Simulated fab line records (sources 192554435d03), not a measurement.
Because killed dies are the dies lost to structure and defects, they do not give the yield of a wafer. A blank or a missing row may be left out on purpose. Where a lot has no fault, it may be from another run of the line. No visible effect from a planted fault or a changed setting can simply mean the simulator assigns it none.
The tool behind it: which one?	flow n5-finfet	29 wafers from 10 lots sampled at 4 of the route's 1938 steps

WHAT THE GAUGES SHOWED, per wafer
N5_FIN_SAQP_CD_MEAS_27 targets a cd of 20 nm.
lot	measured	on	cd-nm (nm)
L338	day 2 00:41	cd-sem-02	20.27 20.16 20.48
L339	day 2 05:54	cd-sem-01	20.30 20.79 20.23
L344	day 3 13:24	cd-sem-01	20.74 19.80
L347	day 4 07:35	cd-sem-01	20.11 20.03 19.89
L348	day 4 11:53	cd-sem-03	20.33 20.02 20.07
L351	day 5 06:29	cd-sem-02	- - -
L352	day 5 13:37	cd-sem-02	- - -
L353	day 5 17:34	cd-sem-03	- - -
L360	day 7 11:34	cd-sem-02	19.99 20.35 19.89
L361	day 7 17:51	cd-sem-01	20.54 20.28 20.55

WHAT TOOL EACH LOT RAN ON (gives the tool, then ch and the chambers of the sampled wafers, and finally the start)
lot	N5_FIN_SAQP_MANDREL_ETCH_22	N5_FIN_SAQP_RECESS_75	N5_FIN_SAQP_SPACER1_ALD_24
L338	rie-si-02 ch 0,2, day 1 22:56	vapor-etch-02 ch 0,1, day 1 23:29	ald-sin-02 ch 0,2,3, day 1 23:46
L339	rie-si-04 ch 1,2,3, day 2 04:10	vapor-etch-01 ch 0,1, day 2 04:36	ald-sin-01 ch 0,1, day 2 04:59
L344	rie-si-04 ch 0,3, day 3 10:22	vapor-etch-01 ch 0,1, day 3 12:19	ald-sin-02 ch 2,3, day 3 12:49
L347	rie-si-02 ch 0,1,2, day 4 04:37	vapor-etch-01 ch 0,1, day 4 05:02	ald-sin-02 ch 1,2,3, day 4 06:38
L348	rie-si-01 ch 1,2,3, day 4 10:10	vapor-etch-01 ch 0,1, day 4 10:35	ald-sin-01 ch 0,2, day 4 10:58
L351	rie-si-04 ch 0,1,2, day 5 04:46	vapor-etch-02 ch 0,1, day 5 05:11	ald-sin-01 ch 0,2,3, day 5 05:34
L352	rie-si-02 ch 1,2,3, day 5 11:47	vapor-etch-01 ch 0,1, day 5 12:19	ald-sin-02 ch 2,3, day 5 12:37
L353	rie-si-04 ch 2,3, day 5 15:50	vapor-etch-02 ch 0,1, day 5 16:16	ald-sin-02 ch 0,1,3, day 5 16:39
L360	rie-si-01 ch 0,1,2, day 7 09:46	vapor-etch-02 ch 0,1, day 7 10:11	ald-sin-02 ch 0,1,3, day 7 10:34
L361	rie-si-04 ch 0,1, day 7 16:08	vapor-etch-02 ch 0,1, day 7 16:33	ald-sin-02 ch 0,3, day 7 16:56
- N5_FIN_SAQP_MANDREL_ETCH_22: etches a-Si in HBr/Cl2, stops on SiNx, target depth 60 nm, bt time 10 s, time 30 s.
- N5_FIN_SAQP_RECESS_75: chemistry HF/NH3, target SiO2, target depth 14.4 nm, afs cycles 3, sublimation time 60 s.
- N5_FIN_SAQP_SPACER1_ALD_24: deposits SiO2, target thk 20.3 nm, pulse time 1 s, purge time 2 s.

THE ANSWER, worked out from the rows above alone
Rule: the usual values come from the lots themselves. Put in order of their means at a reading, lots are off if they are a third of the lots or fewer, leave a main group of 4 or more, and stand apart from it by a gap of 3 or more times the standard deviation of the main group's means; of several such gaps the widest counts. If all means in a main group match to the digits the tables above print for the reading, that group is not used. A lot without any number at a reading at which 4 lots or more have one is off too. All remaining lots with rows at the step are treated as sound.
Off: L351, L352, L353 (N5_FIN_SAQP_CD_MEAS_27, cd-nm). Without a number there: L351, L352, L353. The main group: mean 20.24 nm, standard deviation 0.16.
A tool fits if, at a process step before that reading, it ran every lot that is off, and no sound lot after the first of them. The gauges at N5_FIN_SAQP_CD_MEAS_27 are tried like those tools. No candidate that was tried fits.

WHAT WAS PUT IN BY THE SIMULATOR
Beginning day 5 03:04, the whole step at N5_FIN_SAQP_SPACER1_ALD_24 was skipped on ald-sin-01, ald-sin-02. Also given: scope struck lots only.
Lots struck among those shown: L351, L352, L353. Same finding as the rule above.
